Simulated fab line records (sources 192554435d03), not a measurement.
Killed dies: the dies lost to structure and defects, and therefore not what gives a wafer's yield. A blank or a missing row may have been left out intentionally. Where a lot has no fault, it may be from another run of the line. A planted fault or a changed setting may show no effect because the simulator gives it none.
Comparing a struck lot with a sound one	flow n5-finfet	16 steps out of a route of 1938
Sound: these wafers, L469.3, L469.5, L469.6. The struck wafers were L456.1, L456.3, L456.5. The cause is named last.
At each step with rows: each side's tool, then ch and its chambers, then its first start. Under that, the readings that differ: sound wafers	struck wafers	difference of the means	sigmas: that difference in standard deviations of wafers without a fault.
alike: a reading whose means differ by less than 2 such deviations, as well as words and numbers matching on both sides. not compared: withheld readings; readings where some wafer has no value; bounds like >300 that might hide an equal value; numbers whose values overlap and for which the record gives no deviation.
A row with sigmas, a row that says differs or no value, or rows on one side alone: a step with any of these is where the two part. Non-overlapping numbers with no deviation appear without sigmas and do not part them. Lack of a reading on every wafer of one side parts them only where that side has two or more wafers.

first, 12 steps without rows for these wafers: N5_MOL_CONTACT_COAG_DESCUM_45 (chemistry O2, time 7 s); N5_MOL_CONTACT_COAG_ETCH_65 (etches underlayer in N2/H2, target depth 13 nm, time 10.4 s); N5_MOL_CONTACT_COAG_ETCH_66 (etches SiARC in CF4, target depth 13 nm, time 21.7 s); N5_MOL_CONTACT_COAG_ALD_133 (deposits SiO2, target thk 5 nm, pulse time 1 s, co reactant pulse time 1 s); N5_MOL_CONTACT_COAG_ETCHBACK_134 (etches SiO2 in CHF3, target depth 10 nm, time 6.7 s); N5_MOL_CONTACT_COAG_ETCH_67 (etches SOC in N2/H2, target depth 60 nm, overetch 21 nm, time 101.2 s); N5_MOL_CONTACT_COAG_STRIP_68 (strips in N2/H2); N5_MOL_CONTACT_COAG_STRIP_69 (strips in N2/H2); N5_MOL_CONTACT_COAG_ETCHBACK_136 (etches SiO2 in CHF3, target depth 25 nm, time 16.7 s); N5_MOL_CONTACT_COAG_STRIP_120 (strips in CHF3); N5_MOL_CONTACT_COAG_VIA_ETCH_117 (etches SiO2 in C4F6/O2, target depth 40 nm, overetch 8 nm, time 26 s); N5_MOL_CONTACT_COAG_ETCH_124 (etches SiNx in CH3F/O2, stops on SiOC, target depth 6.5 nm).
N5_MOL_CONTACT_COAG_ETCH_48: etches SiOC in C4F6/O2, target depth 15 nm, overetch 4.5 nm, time 17 s.
  sound on rie-diel-05 ch 1,2, day 9 19:45; struck on rie-diel-06 ch 0,2,3, day 6 13:41
  no value came back on the struck wafers for any of 7 readings (C4F6_flow_sccm (sccm), O2_flow_sccm (sccm) and others); on the sound wafers C4F6_flow_sccm (sccm) reads 9.955 9.999 10.034
reading	sound	struck	difference	sigmas
model.SOC_of_MOL_CONTACT_COAG_COAT_62.thk-nm (nm)	46.2 46.2 45.6	48.4 48 48.2	+2.2	
  not compared: rf-hours-counter-h
then, 1 step without rows for these wafers: N5_MOL_CONTACT_COAG_STRIP_72 (strips in N2/H2).
N5_BEOL_M4_RC_MEAS_101:
  the record has rows for the sound wafers here (prober-01 ch 0, day 12 03:37) and none for the struck ones
-- a jump in the record: the struck wafers' starts before and after are 7 days apart (it breaks off in module BEOL_M4 and resumes in module PASSIVATION, where the first step shown is number 1936 of the route) --
N5_PASSIVATION_PROBE_49:
  only the struck wafers here have rows in the record (prober-02, day 13 04:35); the sound ones have none

WHERE THEY PART
First at N5_MOL_CONTACT_COAG_ETCH_48; last, within this record, at N5_PASSIVATION_PROBE_49.

WHY: what had been put in by the simulator
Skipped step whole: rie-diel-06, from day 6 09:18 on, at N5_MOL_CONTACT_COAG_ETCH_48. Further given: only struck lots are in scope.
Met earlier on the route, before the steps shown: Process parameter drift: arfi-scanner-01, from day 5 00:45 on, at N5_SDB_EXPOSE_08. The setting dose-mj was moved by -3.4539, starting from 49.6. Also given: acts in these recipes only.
